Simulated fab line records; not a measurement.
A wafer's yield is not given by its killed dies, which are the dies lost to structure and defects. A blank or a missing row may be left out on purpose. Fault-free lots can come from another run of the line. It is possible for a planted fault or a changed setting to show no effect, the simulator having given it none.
Split-lot experiment | flow n5_finfet | on a route of 1938 steps: 7 lots, 21 wafers read

## SPLIT DETAILS
At N5_BEOL_M9_COAT_75 (time 60 s, resist thk 5 nm), the setting spin_rpm was moved away from the recipe's 1500 rpm on 11 of the 21 wafers read, by -8.4% to +9.5%. The other wafers ran this setting at the recipe's value.

## FROM THE SPLIT TO THE READING: what the file shows between them, 3 steps
- N5_BEOL_M9_COAT_22: resist thk 30 nm
- N5_BEOL_M9_EBR_24
- N5_BEOL_M9_DESCUM_33: chemistry O2, time 7 s

## THE READING
etch.depth_nm (the simulator's own value, which no gauge read), in nm, at N5_BEOL_M9_ETCH_76 (etches underlayer in N2/H2, target depth 6.5 nm, time 5.2 s). There is no usual value for it anywhere in the file. Across the 10 wafers here that went through the recipe, the average is 4.992 nm and the standard deviation 0.0073 nm.

wafer  | tool, chamber at the split | spin_rpm as run, rpm | against the recipe | etch.depth_nm, nm | against lot-mates on the recipe
L074.4 | litho_track-05, 0          | 1500                 | recipe             | 5.003             | -
L074.5 | litho_track-05, 0          | 1374                 | -8.4%              | 5.227             | +0.230
L074.6 | litho_track-05, 0          | 1500                 | recipe             | 4.991             | -
L080.1 | litho_track-05, 0          | 1500                 | recipe             | 5                 | -
L080.3 | litho_track-05, 0          | 1500                 | recipe             | 4.981             | -
L080.4 | litho_track-05, 0          | 1559                 | +3.9%              | 4.899             | -0.091
L082.1 | litho_track-03, 0          | 1643                 | +9.5%              | 4.773             | -0.223
L082.4 | litho_track-03, 0          | 1500                 | recipe             | 4.996             | -
L082.5 | litho_track-03, 0          | 1643                 | +9.5%              | 4.785             | -0.211
L088.1 | litho_track-03, 0          | 1636                 | +9.1%              | 4.779             | no lot-mate on the recipe
L088.3 | litho_track-03, 0          | 1636                 | +9.1%              | 4.773             | no lot-mate on the recipe
L088.5 | litho_track-03, 0          | 1636                 | +9.1%              | 4.768             | no lot-mate on the recipe
L090.2 | litho_track-03, 0          | 1573                 | +4.9%              | 4.868             | -0.121
L090.5 | litho_track-03, 0          | 1573                 | +4.9%              | 4.871             | -0.118
L090.6 | litho_track-03, 0          | 1500                 | recipe             | 4.989             | -
L096.2 | litho_track-05, 0          | 1500                 | recipe             | 4.98              | -
L096.5 | litho_track-05, 0          | 1500                 | recipe             | 4.989             | -
L096.6 | litho_track-05, 0          | 1500                 | recipe             | 4.999             | -
L095.2 | litho_track-05, 0          | 1500                 | recipe             | 4.991             | -
L095.3 | litho_track-05, 0          | 1398                 | -6.8%              | 5.184             | +0.193
L095.5 | litho_track-05, 0          | 1398                 | -6.8%              | 5.192             | +0.201

THE FIT
A straight line over all 21 wafers: etch.depth_nm changes by -0.0252 nm for each +1% of spin_rpm; r = -1.00; the points scatter about the line by 0.013 nm.
The same after taking each lot's own level away (the mean of its wafers on the recipe; 18 wafers): -0.0254 nm for each +1%; r = -1.00; scatter 0.012 nm.
Per that fit: largest spin_rpm move, reading shift of 0.24 nm.
The span of the lots' own levels, 4.9890 to 4.9970 nm, comes to 1.1 times the standard deviation stated above.
The two slopes are in agreement: the lot-to-lot level therefore moves the slope only a little.
Check: with one of the wafers moved furthest among these (+9.5%) left out of the fit, the line predicts -0.239 nm for it against its lot-mates. It came out at -0.223 nm against them.

## ADDITIONAL SPLITS CARRIED BY THESE WAFERS
Note: prior to the reading, these wafers also went through further splits. Each is held against what the fit with the lots' levels taken away leaves over:
other split on the same wafers     | wafers away from the commonest value | r with etch.depth_nm (lot level and that fit taken away)
N5_BEOL_M8_EXPOSE_08 dose_mj       | 7                                    | +0.36
N5_BEOL_M8_DESCUM_33 time_s        | 8                                    | +0.05
N5_BEOL_M8_TRENCH_ETCH_37 source_w | 7                                    | +0.08

## FILE'S OWN FIT
etch.depth_nm changes by -0.0254 nm for each +1% of spin_rpm, r = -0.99.
